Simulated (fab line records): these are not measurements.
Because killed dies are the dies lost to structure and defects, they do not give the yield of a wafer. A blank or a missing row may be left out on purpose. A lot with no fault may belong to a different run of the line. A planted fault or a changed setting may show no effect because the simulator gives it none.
What tool caused it? | flow n5 finfet | Sampling: 10 lots, 30 wafers, 5 of 1938 route steps

## WHAT THE GAUGES SHOWED, per wafer
N5_MOL_CONTACT_COAG_CD_MEAS_40: target cd 25.1 nm.
lot  | measured     | on        | cd nm (nm)
L746 | day 5 16:36  | cd sem-02 | 24.69 24.97 24.63
L748 | day 5 19:57  | cd sem-01 | 24.88 24.56 25.50
L749 | day 6 05:26  | cd sem-02 | 24.89 24.69 24.87
L751 | day 6 14:43  | cd sem-03 | 25.11 25.31 24.73
L756 | day 7 20:10  | cd sem-03 | 24.89 24.90 25.58
L758 | day 8 13:08  | cd sem-02 | 25.02 25.07 25.36
L764 | day 10 06:33 | cd sem-02 | 25.10 25.21 25.02
L765 | day 10 06:53 | cd sem-02 | 25.14 24.85 24.82
L766 | day 10 08:23 | cd sem-01 | 24.72 25.24 25.11
L767 | day 10 21:39 | cd sem-01 | 25.05 25.27 25.37

N5_MOL_CONTACT_COAG_OVL_MEAS_41.
lot  | measured     | on         | VD_OVL (nm)
L746 | day 5 16:38  | overlay-02 | -0.8 -0.2 -1.2
L748 | day 5 19:59  | overlay-01 | -0.2 0.7 0.0
L749 | day 6 05:28  | overlay-02 | 0.5 0.9 0.9
L751 | day 6 14:45  | overlay-02 | -0.1 1.1 0.2
L756 | day 7 20:11  | overlay-02 | -0.5 -0.7 0.5
L758 | day 8 13:10  | overlay-02 | 0.6 0.2 0.5
L764 | day 10 06:35 | overlay-02 | -1.2 -1.6 -0.8
L765 | day 10 06:55 | overlay-01 | 0.7 -0.7 0.1
L766 | day 10 08:25 | overlay-01 | -0.3 -0.3 -0.8
L767 | day 10 21:41 | overlay-01 | -0.1 0.9 0.2

N5_BEOL_M4_RC_MEAS_101.
lot  | measured     | on        | DIBL_N (mV/V)  | DIBL_P (mV/V)  | IOFF_N (nA/um) | IOFF_P (nA/um) | ION_N (uA/um) | ION_P (uA/um) | SS_N (mV/dec)  | SS_P (mV/dec)  | VT_N (mV)   | VT_P (mV)
L746 | day 8 10:25  | prober-02 | 38.3 35.3 35.2 | 39.1 35.5 36.0 | 0.24 0.16 0.16 | 0.29 0.22 0.23 | 711 670 671   | 482 465 465   | 71.9 71.7 71.8 | 73.6 71.8 72.8 | 241 249 245 | -245.8 -248.4 -249.0
L748 | day 8 13:13  | prober-02 | 33.3 36.9 33.6 | 30.4 35.9 30.2 | 0.09 0.14 0.09 | 0.15 0.21 0.14 | 643 684 642   | 452 470 443   | 70.6 71.0 70.6 | 72.3 72.7 71.8 | 257 250 258 | -252.8 -250.1 -255.9
L749 | day 9 03:50  | prober-01 | 37.2 39.2 38.7 | 35.6 36.4 36.8 | 0.17 0.20 0.18 | 0.23 0.25 0.26 | 688 681 688   | 472 459 473   | 71.7 72.3 72.6 | 74.1 73.8 73.2 | 249 247 249 | -251.1 -249.6 -251.2
L751 | day 9 06:28  | prober-01 | 34.8 34.5 38.4 | 35.2 35.1 40.7 | 0.14 0.13 0.21 | 0.18 0.17 0.27 | 687 670 687   | 470 459 472   | 71.5 71.3 72.4 | 72.7 73.1 74.3 | 251 251 244 | -250.1 -251.9 -245.6
L756 | day 11 15:52 | prober-01 | 34.2 35.7 39.3 | 32.9 34.2 38.5 | 0.12 0.14 0.20 | 0.19 0.20 0.28 | 666 675 667   | 463 466 456   | 70.9 71.2 73.3 | 72.2 73.9 73.9 | 253 252 247 | -250.1 -249.2 -248.1
L758 | day 12 11:16 | prober-02 | 38.2 39.7 39.1 | 39.3 41.3 40.2 | 0.20 0.26 0.21 | 0.22 0.26 0.24 | 691 715 680   | 468 482 459   | 72.0 72.2 72.0 | 73.3 74.2 74.2 | 247 241 245 | -249.6 -246.2 -248.8
L764 | day 13 20:16 | prober-02 | 34.5 38.5 34.3 | 35.3 40.9 35.2 | 0.15 0.22 0.13 | 0.20 0.27 0.19 | 690 704 660   | 476 481 453   | 71.0 71.8 70.8 | 72.5 73.7 72.5 | 249 245 252 | -250.5 -248.8 -249.1
L765 | day 14 06:47 | prober-02 | 37.0 35.6 33.9 | 35.8 35.0 33.2 | 0.17 0.15 0.13 | 0.23 0.20 0.20 | 676 675 679   | 458 466 471   | 71.6 71.8 70.7 | 73.8 73.3 73.0 | 248 250 252 | -251.4 -247.7 -248.3
L766 | day 13 18:04 | prober-02 | 36.8 38.5 35.2 | 38.6 39.9 34.9 | 0.19 0.21 0.15 | 0.22 0.22 0.16 | 713 685 671   | 477 455 451   | 71.3 72.0 70.6 | 74.0 74.3 72.9 | 245 248 252 | -247.3 -252.6 -256.1
L767 | day 14 13:26 | prober-01 | 39.8 36.3 37.8 | 41.0 37.9 38.1 | 0.25 0.17 0.21 | 0.31 0.25 0.24 | 702 687 689   | 476 474 460   | 72.3 71.1 72.4 | 74.4 74.2 74.1 | 242 246 244 | -245.9 -244.9 -248.1

## EACH LOT AND THE TOOL THAT RAN IT (in order: tool; ch and the chambers of the sampled wafers; start)
lot  | N5_MOL_CONTACT_COAG_ALD_133       | N5_MOL_CONTACT_COAG_ETCHBACK_136
L746 | ald sin-03 ch 0,1,2, day 5 16:52  | rie diel-06 ch 0,1, day 5 17:13
L748 | ald sin-01 ch 0,1,3, day 5 20:13  | rie diel-06 ch 0,1,2, day 5 20:31
L749 | ald sin-03 ch 0,2, day 6 05:41    | rie diel-04 ch 0,1,2, day 6 06:11
L751 | ald sin-04 ch 0,1,2, day 6 14:59  | rie diel-06 ch 0,1,3, day 6 15:17
L756 | ald sin-01 ch 0,1,2, day 7 20:50  | rie diel-05 ch 0,1, day 7 21:27
L758 | ald sin-01 ch 1,2,3, day 8 13:55  | rie diel-05 ch 0,1,2, day 8 14:26
L764 | ald sin-01 ch 1,2, day 10 06:48   | rie diel-06 ch 0,3, day 10 07:07
L765 | ald sin-01 ch 1,2, day 10 07:08   | rie diel-05 ch 0,1,3, day 10 07:26
L766 | ald sin-04 ch 0,1,3, day 10 08:44 | rie diel-06 ch 0,2,3, day 10 09:03
L767 | ald sin-01 ch 2,3, day 10 22:08   | rie diel-04 ch 0,2,3, day 10 22:35
- N5_MOL_CONTACT_COAG_ALD_133: deposits SiO2, target thk 5 nm, pulse time 1 s, co reactant pulse time 1 s.
- N5_MOL_CONTACT_COAG_ETCHBACK_136: etches SiO2 in CHF3, target depth 25 nm, time 16.7 s.

## WHAT THE TOOLS THEMSELVES READ (means of the sampled wafers that have a number; where no wafer has one, the mark that the record gives instead)
N5_MOL_CONTACT_COAG_ALD_133.
lot  | tool       | heater power w (W) | precursor pulse height rel
L746 | ald sin-03 | 84                 | 1.008
L748 | ald sin-01 | 78                 | 1.001
L749 | ald sin-03 | 81                 | 1.003
L751 | ald sin-04 | 85                 | 1.009
L756 | ald sin-01 | 82                 | 1.005
L758 | ald sin-01 | 80                 | 1.003
L764 | ald sin-01 | 91                 | 1.033
L765 | ald sin-01 | 90                 | 0.988
L766 | ald sin-04 | 79                 | 1.004
L767 | ald sin-01 | 80                 | 1.017

N5_MOL_CONTACT_COAG_ETCHBACK_136.
lot  | tool        | CHF3_flow_sccm (sccm) | bias w (W) | drypump motor current A (A) | mfc ar sccm (sccm) | oes_ar_750_au (a.u.) | oes product au (a.u.) | rf fwd power W (W) | rf vpp V (V) | showerhead plenum p Torr (Torr) | throttle valve pct (%)
L746 | rie diel-06 | 50.08                 | 169.8      | 6.1                         | 200.0              | 0.71                 | 0.71                  | 595                | 531          | 2.41                            | 18.81
L748 | rie diel-06 | 50.05                 | 169.8      | 6.1                         | 200.2              | 0.71                 | 0.70                  | 599                | 534          | 2.39                            | 18.81
L749 | rie diel-04 | 49.97                 | 170.6      | 5.5                         | 200.6              | 0.75                 | 0.75                  | 600                | 537          | 2.46                            | 18.84
L751 | rie diel-06 | 49.99                 | 170.0      | 5.8                         | 200.3              | 0.79                 | 0.78                  | 597                | 520          | 2.39                            | 18.65
L756 | rie diel-05 | 49.96                 | 169.8      | 5.9                         | 199.8              | 0.88                 | 0.90                  | 600                | 527          | 2.40                            | 18.46
L758 | rie diel-05 | 49.99                 | 169.8      | 5.7                         | 199.5              | 0.84                 | 0.86                  | 598                | 533          | 2.41                            | 18.54
L764 | rie diel-06 | -                     | -          | -                           | -                  | -                    | -                     | -                  | -            | -                               | -
L765 | rie diel-05 | -                     | -          | -                           | -                  | -                    | -                     | -                  | -            | -                               | -
L766 | rie diel-06 | -                     | -          | -                           | -                  | -                    | -                     | -                  | -            | -                               | -
L767 | rie diel-04 | 50.02                 | 169.7      | 5.5                         | 199.9              | 0.81                 | 0.81                  | 600                | 524          | 2.42                            | 18.82

## THE ANSWER, worked out from the rows above alone
Rule: usual is defined by the lots themselves. The widest of any qualifying gaps counts: lots, ordered by their means at a reading, are off when they make up no more than a third of the lots, leave a main group of 4 or more, and stand apart from it by 3 or more times the standard deviation of that group's means. A main group whose means are all the same, to the digits that the tables above print for the reading, isn't used. Also off: a lot with no number at a reading for which 4 or more lots have one. Where the step has rows for the other lots, those lots are counted as sound. Order of review: gauges by route order, followed by the tools' own readings, for which a lot's mean as printed above is used. The first step at which some lot is off is used, and at that step the reading that is off furthest; a lot without a number counts as furthest.
Off: L764, L765, L766, at N5_MOL_CONTACT_COAG_ETCHBACK_136 (CHF3_flow_sccm). Without a number there: L764, L765, L766. The main group: mean 50.01 sccm, standard deviation 0.041.
If a tool, at that step or one of the process steps before it, ran each lot that is off and ran no sound lot following the first of them, it fits. Of those tried, none fits.

## WHAT THE SIMULATOR HAD PUT IN
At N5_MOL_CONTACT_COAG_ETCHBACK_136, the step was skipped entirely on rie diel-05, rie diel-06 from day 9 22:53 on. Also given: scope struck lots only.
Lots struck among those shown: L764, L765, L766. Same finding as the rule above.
